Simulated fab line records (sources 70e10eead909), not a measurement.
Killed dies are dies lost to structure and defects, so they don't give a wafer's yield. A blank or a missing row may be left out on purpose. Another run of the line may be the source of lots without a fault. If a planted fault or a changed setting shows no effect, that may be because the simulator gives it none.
2 desks, one fault || flow nand_harc || only its own numbers are on each desk; what lay behind them is given at the end

== THE DEFECT DESK ==
Lot by lot, what the route's inspections counted, given as the mean of those sampled wafers with a number. If a lot's mean is further than 4 standard deviations from the usual mean, the lot is out of limits and carries the mark OUT (the distance appears in the brackets).
Columns: A = raw_defect_count at NHARC_P_STI_INSPECT_11, usual 5.5
{"lot": "L498", "first seen here": "day 2 21:04", "A": 6.3}
{"lot": "L501", "first seen here": "day 4 01:22", "A": 5.3}
{"lot": "L503", "first seen here": "day 4 21:49", "A": 4.3}
{"lot": "L504", "first seen here": "day 5 10:13", "A": 3.7}
{"lot": "L506", "first seen here": "day 6 02:53", "A": 6.7}
{"lot": "L508", "first seen here": "day 6 23:29", "A": 6.3}
{"lot": "L510", "first seen here": "day 7 20:37", "A": "749.3 (+99 or more) OUT"}
{"lot": "L511", "first seen here": "day 8 04:33", "A": "741.3 (+99 or more) OUT"}
{"lot": "L518", "first seen here": "day 11 07:23", "A": 3.3}
{"lot": "L519", "first seen here": "day 11 18:10", "A": 7.0}
{"lot": "L520", "first seen here": "day 11 22:28", "A": 6.3}
{"lot": "L521", "first seen here": "day 12 09:35", "A": 7.7}
This desk's finding: out of limits on L510, L511; first on L510, day 7 20:37 (raw_defect_count at NHARC_P_STI_INSPECT_11). L498, L501, L503, L504, L506, L508, L518, L519, L520, L521 stayed within limits.

== FOR THE TOOL OWNER'S DESK: furnace-07 ==
The tool's own readings at NHARC_P_STI_OXIDE_29 (material SiO2, target thk 10 nm, ox time 1362 s): means of the sampled wafers that have a number, for each lot that ran on this tool. If a lot's mean is further than 4 standard deviations from the usual mean, the lot is out of limits and carries the mark OUT (the distance appears in the brackets).
Columns: A = spike_tc_bottom_C at NHARC_P_STI_OXIDE_29, usual 918.4 C; B = zone_power_upper_pct at NHARC_P_STI_OXIDE_29, usual 18.0 %
{"lot": "L498", "first seen here": "day 2 08:46", "A": 917.1, "B": 17.6}
{"lot": "L506", "first seen here": "day 5 15:36", "A": 918.3, "B": 17.5}
{"lot": "L510", "first seen here": "day 7 09:11", "A": 917.1, "B": 17.6}
{"lot": "L511", "first seen here": "day 7 17:14", "A": 916.9, "B": 17.6}
{"lot": "L519", "first seen here": "day 11 05:52", "A": 917.6, "B": 17.6}
{"lot": "L520", "first seen here": "day 11 11:09", "A": 917.8, "B": 17.7}
{"lot": "L521", "first seen here": "day 11 22:16", "A": 918.1, "B": 17.8}
This desk's verdict: no lot among the 7 shows anything out of limits.

== PUT TOGETHER ==
The defect desk could have raised an alarm at day 7 20:37, on L510, L511.
The tool owner's desk saw nothing out of limits.
The tool owner's desk has L510, L511 on record, within its limits.
Every lot named ran NHARC_P_STI_OXIDE_29 on furnace-07.

== WHAT WAS PUT IN BY THE SIMULATOR ==
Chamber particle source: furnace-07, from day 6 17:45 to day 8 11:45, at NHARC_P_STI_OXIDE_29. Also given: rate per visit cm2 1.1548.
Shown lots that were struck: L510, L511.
Hours from the fault's start to each desk's first reading out of limits: the defect desk, 27.
